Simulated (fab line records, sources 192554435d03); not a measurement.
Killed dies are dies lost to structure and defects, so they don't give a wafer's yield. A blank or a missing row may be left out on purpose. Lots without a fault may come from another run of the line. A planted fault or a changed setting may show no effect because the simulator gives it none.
A struck lot beside a sound one | flow n5_finfet | 15 steps out of a route of 1938
Sound: wafers L195.1, L195.5, L195.6. Struck: wafers L209.1, L209.4. (L209.3 of the same lot was not struck and is left out.) The cause comes at the end.
At each step with rows: each side's tool, then ch and its chambers, then its first start. Under that, the readings that differ: sound wafers | struck wafers | difference of the means | sigmas: that difference in standard deviations of wafers without a fault.
alike: readings whose means differ by less than 2 such deviations, and words and numbers that are the same on both sides. not compared: withheld readings, readings that some wafer has no value for, bounds like >300 that may hide the same value, and numbers for which the record gives no deviation and whose values overlap.
The two part at a step that has a row with sigmas, a row that says differs or no value, or rows on one side only. Numbers that don't overlap but have no deviation are shown without sigmas and don't part them. A reading that every wafer of one side lacks parts them only if that side has two wafers or more.

N5_MOL_CONTACT_COAG_STRIP_98: strips in N2/H2.
  sound on rie_diel-04 ch 0,1, day 4 21:53; struck on rie_diel-04 ch 2,3, day 8 07:44
  alike: bias_power_w, drypump_motor_current_A, n2_flow_sccm, oes_product_au, rf_vpp_V, showerhead_plenum_p_Torr, throttle_valve_pct
  not compared: rf_hours_counter_h
N5_MOL_CONTACT_COAG_CD_MEAS_99: target cd 17.2 nm.
  sound on cd_sem-03, day 4 21:58; struck on cd_sem-02, day 8 07:49
  alike: cd_nm
then, 3 steps without rows for these wafers: N5_MOL_CONTACT_COAG_IMPLANT_129; N5_MOL_CONTACT_COAG_PRECLEAN_111 (cleans in NF3:NH3, afs cycles 1, time 20 s, sublimation time 60 s); N5_MOL_CONTACT_COAG_TI_SIL_19 (material Ti, target thk 4.2 nm, time 15 s).
N5_MOL_CONTACT_COAG_ALD_20: deposits TiN, target thk 1.5 nm, pulse time 1 s, purge time 3 s.
  sound on ald_metal-02 ch 2,3, day 4 23:04; struck on ald_metal-04 ch 1,3, day 8 08:28
  reading                  | sound         | struck  | difference | sigmas
  heater_power_outer_w (W) | 675 512 679   | 482 494 | -134       | -2
  heater_power_w (W)       | 1123 939 1132 | 783 807 | -270       | -2
  alike: precursor_pulse_height_rel, susceptor_temp_C
N5_MOL_CONTACT_COAG_SIL_ANNEAL_21: time 60 s.
  sound on rtp_anneal-01 ch 0, day 4 23:27; struck on rtp_anneal-01 ch 0, day 8 08:51
  alike: lamp_power_pct, lamp_zone_1_pct, lamp_zone_6_pct, wafer_temp_C_max
then, 1 step without rows for these wafers: N5_MOL_CONTACT_COAG_PRE_CLEAN_141 (time 60 s).
N5_MOL_CONTACT_COAG_SPUTTER_143: material Co, target thk 2.5 nm.
  sound on pvd_sputter-02, day 5 00:03; struck on pvd_sputter-03, day 8 09:09
  alike: susceptor_temp_C, throttle_valve_pct
then, 1 step without rows for these wafers: N5_MOL_CONTACT_COAG_CO_FILL_22 (material Co, precursor CCTBA/H2, target thk 20 nm).
N5_MOL_CONTACT_COAG_ANNEAL_113: time 300 s.
  sound on rtp_anneal-02 ch 0, day 5 01:00; struck on rtp_anneal-02 ch 0, day 8 09:57
  alike: lamp_power_pct, lamp_zone_1_pct, lamp_zone_6_pct, wafer_temp_C_max
then, 1 step without rows for these wafers: N5_MOL_CONTACT_COAG_PRE_CLEAN_142 (time 60 s).
N5_MOL_CONTACT_COAG_SPUTTER_130: material Co, target thk 47.5 nm.
  sound on pvd_sputter-02, day 5 03:13; struck on pvd_sputter-02, day 8 11:29
  reading                                              | sound          | struck  | difference | sigmas
  model.Co_of_MOL_CONTACT_COAG_SPUTTER_130.thk_nm (nm) | 47.8 47.2 47.6 | 80.4 81 | +33.2      |
  alike: susceptor_temp_C, throttle_valve_pct
then, 1 step without rows for these wafers: N5_MOL_CONTACT_COAG_PRECLEAN_125 (cleans in DIW, time 57.5 s).
-- the record jumps here: 3 days lie between the struck wafers' starts before and after (it left off in module MOL_CONTACT_COAG and takes up again in module BEOL_M4, whose first step shown is number 1111 of the route) --
N5_BEOL_M4_RC_MEAS_101:
  sound on prober-01 ch 0, day 7 18:50; struck on prober-01 ch 0, day 11 09:48
  reading   | sound                | struck        | difference | sigmas
  VT_P (mV) | -249.4 -254.1 -252.0 | -246.8 -244.7 | +6.1       | +2
  alike: DIBL_N, DIBL_P, IOFF_N, IOFF_P, ION_N, ION_P, SS_N, SS_P, VT_N

WHERE THEY PART
First at N5_MOL_CONTACT_COAG_ALD_20; last, within this record, at N5_BEOL_M4_RC_MEAS_101.

WHY: what the simulator had put in
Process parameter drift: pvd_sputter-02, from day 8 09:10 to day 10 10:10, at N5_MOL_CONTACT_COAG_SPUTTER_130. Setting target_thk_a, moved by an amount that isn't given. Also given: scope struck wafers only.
